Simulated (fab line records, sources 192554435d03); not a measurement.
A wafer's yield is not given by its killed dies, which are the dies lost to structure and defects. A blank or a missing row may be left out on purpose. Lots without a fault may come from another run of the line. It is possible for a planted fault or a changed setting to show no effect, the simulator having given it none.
Matching of chambers ; flow n5-finfet ; 4 sister chambers for N5_BEOL_M0_SAQP_DESCUM_19 on rie-diel-04
The step chemistry O2, time 7.9 s. 14 wafers are shown with their chamber, then 7 later ones without.

== EACH WAFER AND ITS CHAMBER ==
wafer;chamber;throttle-valve-pct (%);showerhead-plenum-p-Torr (Torr);oes-product-au (a.u.)
L079.3;1;20.22;2.13;0.80
L079.4;1;20.21;2.13;0.79
L079.6;2;20.86;2.17;0.70
L083.2;0;21.04;2.08;0.71
L083.4;2;20.87;2.16;0.69
L083.5;2;20.89;2.16;0.69
L087.2;2;20.89;2.16;0.69
L087.4;3;20.30;2.16;0.71
L087.6;1;20.22;2.12;0.78
L088.2;3;20.30;2.16;0.70
L088.3;3;20.31;2.16;0.70
L088.5;3;20.31;2.16;0.70
L091.2;3;20.32;2.16;0.71
L091.4;2;20.90;2.16;0.69

SIGNATURES, as means of the wafers listed above
reading;chamber 0;chamber 1;chamber 2;chamber 3;scatter within a chamber
throttle-valve-pct;21.0400;20.2167;20.8820;20.3080;0.0119
showerhead-plenum-p-Torr;2.0800;2.1267;2.1620;2.1600;0.00383
oes-product-au;0.7100;0.7900;0.6920;0.7040;0.00632
Rule: distance of a wafer from a chamber = root of the sum over the readings of ((wafer's reading minus chamber's mean) / reading's scatter) squared. If the next closest chamber is less than 2 further off than the closest, the wafer can't be placed; otherwise it belongs to the closest. The scatter: take each reading less its chamber's mean, square it, sum over the shown wafers, divide by the number of wafers less the number of chambers, and take the root.

== WAFERS MISSING THEIR CHAMBER ==
wafer;throttle-valve-pct (%);showerhead-plenum-p-Torr (Torr);oes-product-au (a.u.)
L091.6;20.65;2.08;0.96
L090.1;20.26;2.12;0.77
L090.5;20.91;2.16;0.67
L090.6;20.30;2.16;0.70
L094.4;20.93;2.16;0.68
L094.5;20.32;2.16;0.70
L094.6;20.92;2.16;0.68

== EACH ONE'S CHAMBER ==
wafer;from the rows above;in truth
L091.6;1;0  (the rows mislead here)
L090.1;1;1
L090.5;2;2
L090.6;3;3
L094.4;2;2
L094.5;3;3
L094.6;2;2
Correctly placed: 6 of 7. Number that these rows cannot place: 0. Wrongly placed: 1.
